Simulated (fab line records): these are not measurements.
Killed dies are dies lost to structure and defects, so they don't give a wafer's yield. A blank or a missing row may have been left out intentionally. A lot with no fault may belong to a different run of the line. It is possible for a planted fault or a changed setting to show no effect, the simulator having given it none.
Chamber matching | flow n5Finfet | N5_MOL_CONTACT_COAG_ETCH_65 on rieDiel-05: 4 sister chambers
The step etches underlayer in N2/H2, target depth 13 nm, time 10.4 s. 4 wafers are shown with their chamber, then 9 later ones without.

## WAFERS WITH THEIR CHAMBER
wafer  | chamber | showerheadPlenumPTorr (Torr)
L082.1 | 1       | 2.42
L089.3 | 2       | 2.72
L089.4 | 3       | 2.51
L089.6 | 0       | 2.68

## WAFERS WITH NO CHAMBER GIVEN
wafer  | showerheadPlenumPTorr (Torr)
L093.1 | 2.51
L093.2 | 2.68
L093.5 | 2.41
L096.1 | 2.40
L096.2 | 2.72
L096.3 | 2.50
L097.2 | 2.40
L097.4 | 2.50
L097.6 | 2.50

## WHICH CHAMBER EACH WENT THROUGH
wafer  | from the rows above | in truth
L093.1 | 3                   | 3
L093.2 | 0                   | 0
L093.5 | 1                   | 1
L096.1 | 1                   | 1
L096.2 | 2                   | 2
L096.3 | 3                   | 3
L097.2 | 1                   | 1
L097.4 | 3                   | 3
L097.6 | 3                   | 3
9 of 9 placed correctly. Can't be placed from these rows: 0. Wrongly placed: 0.
How it was worked out, from the rows above alone: a wafer's distance from a chamber is the root of the sum, over the readings, of the square of ((its reading less the chamber's mean) divided by the reading's scatter). If the next closest chamber is less than 2 further off than the closest, the wafer can't be placed; otherwise it belongs to the closest. A chamber's mean is the mean of its shown wafers. The scatter: root of mean squared gap, hidden wafer to nearest shown wafer, with one shown wafer a chamber.
